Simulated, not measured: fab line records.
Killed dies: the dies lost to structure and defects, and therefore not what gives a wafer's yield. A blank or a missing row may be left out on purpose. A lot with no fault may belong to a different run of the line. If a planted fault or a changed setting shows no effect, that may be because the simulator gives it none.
Problem report in the 8D (eight disciplines) form, filled by code :: flow n5Finfet :: the parts of the form that need people (team, actions taken, sign-off) are left out

1. THE PROBLEM
At N5_PASSIVATION_PROBE_49, killed_at_M4_up averages 115 over 9 wafers from 3 lots, while fault-free wafers read 15, standard deviation 5.7. That puts it +18 standard deviations away from the usual mean.
First seen on wafer L747.1, day 16 13:05, on prober-02. Wafers with a number at this step in the record: 12, from 4 lots. Rule for "out" (also "out of limits"): further than 4 standard deviations from the usual mean. The other wafers with a number count as sound.

2. WHAT IT IS; WHAT IT IS NOT
question: which readings at this step
is: killed_at_M4_up
is not: killed_at_M0_to_M3, killedAtContacts, killedAtOther

question: which lots
is: L747, L748, L752
is not: L740

question: which wafers of those lots
is: all that have a number
is not: -

question: read on which tools
is: prober-01, prober-02
is not: -

question: when
is: from day 16 13:05
is not: up to then (3 sound wafers)

3. THE SUSPECTS, EACH WITH WHAT RULES IT OUT
Counting: any tool at a process step up to the reading is kept as a suspect provided that every lot that is out went through it and no sound lot did after the first of them.
- pvdSputter-03 at N5_BEOL_M14_SPUTTER_44 (material Ta, target thk 15 nm, time 24.19 s): kept. It ran every lot that is out, first L747 (day 15 11:00), and no sound lot after that.
Left after counting: pvdSputter-03 at N5_BEOL_M14_SPUTTER_44.

4. THE CAUSE (what the simulator had put in)
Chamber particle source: pvdSputter-03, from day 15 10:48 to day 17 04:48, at N5_BEOL_M14_SPUTTER_44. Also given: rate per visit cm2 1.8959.
Only this tool survived the counting.

5. SEQUENCE OF EFFECTS, ordered by route
Rows list readings where the struck wafers' mean (over those with a number) sits beyond 3 standard deviations from the usual. Readings are gone through only where the record gives a usual standard deviation; hours: the median, over the lots, of the time from a lot's start at the first step in this table giving one to that lot's start at this step; sigmas: the change measured in usual standard deviations.
hours: 0
step: N5_PASSIVATION_PROBE_49
reading: defectLimitedYield
usual: 90.9 %
on struck wafers: 83.2
change: -7.7
sigmas: -5.9

hours: 0
step: N5_PASSIVATION_PROBE_49
reading: killed_at_M4_up
usual: 15
on struck wafers: 115
change: +100
sigmas: +18

hours: 0
step: N5_PASSIVATION_PROBE_49
reading: killedDies
usual: 108
on struck wafers: 198
change: +90
sigmas: +5.6

hours: 0
step: N5_PASSIVATION_PROBE_49
reading: killedOnRim
usual: 14
on struck wafers: 26
change: +12
sigmas: +3.4

hours: 0
step: N5_PASSIVATION_PROBE_49
reading: sort_bin_5_function
usual: 5.4 %
on struck wafers: 9.7
change: +4.3
sigmas: +4.8

hours: 0
step: N5_PASSIVATION_PROBE_49
reading: sortNPass
usual: 1072
on struck wafers: 982
change: -90
sigmas: -5.6

hours: 0
step: N5_PASSIVATION_PROBE_49
reading: sortYieldPct
usual: 90.9 %
on struck wafers: 83.2
change: -7.7
sigmas: -5.9
It contains these process steps:
- N5_PASSIVATION_PROBE_49

6. HOW IT WOULD HAVE BEEN CAUGHT EARLIER
In this record the first reading out of limits was taken at day 16 13:05, 26 hours after the fault began at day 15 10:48.
Of the tool readings at N5_BEOL_M14_SPUTTER_44 for which the record gives a usual standard deviation, none was out on any struck wafer, so an alarm limit of 4 standard deviations on them would not have fired.
Among the 3 lots that are out, L752 began N5_BEOL_M14_SPUTTER_44 on pvdSputter-03 after day 16 13:05. Had the tool been put on hold then, it would have been spared.
